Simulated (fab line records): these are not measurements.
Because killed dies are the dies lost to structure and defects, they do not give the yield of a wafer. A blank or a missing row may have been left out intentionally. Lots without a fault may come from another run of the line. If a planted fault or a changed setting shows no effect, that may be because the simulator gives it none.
Chamber matching -- flow nand harc -- NHARC_A_STAIRCASE_ETCHBACK_157 on rie diel-12 has 4 sister chambers
The step etches the open film in CH3F/O2, target depth 90 nm, time 167.14 s. 4 wafers are shown with their chamber, then 7 later ones without.

## WAFERS, EACH WITH ITS CHAMBER
wafer,chamber,drypump motor current A (A)
L083.2,0,5.6
L089.5,3,5.4
L090.1,2,4.8
L090.3,1,5.2

## WAFERS WITH NO CHAMBER GIVEN
wafer,drypump motor current A (A)
L090.5,5.2
L096.1,5.2
L096.2,5.6
L096.3,5.4
L097.2,5.4
L097.3,5.2
L097.5,4.9

## WHICH CHAMBER EACH ONE RAN IN
wafer,from the rows above,in truth
L090.5,1,1
L096.1,1,1
L096.2,0,0
L096.3,3,3
L097.2,3,3
L097.3,1,1
L097.5,2,2
Correctly placed: 7 of 7. Left unplaced by these rows: 0. Number placed wrongly: 0.
How it was worked out, from the rows above alone: a wafer's distance from a chamber is the root of the sum, over the readings, of the square of ((its reading less the chamber's mean) divided by the reading's scatter). The wafer belongs to the nearest chamber; if the next one is less than 2 further off, it can't be placed. For every chamber, the mean is computed from those of its wafers that are shown. The scatter (one wafer shown for each chamber): square how far every hidden wafer sits from the nearest shown wafer, average those squares and take the square root.
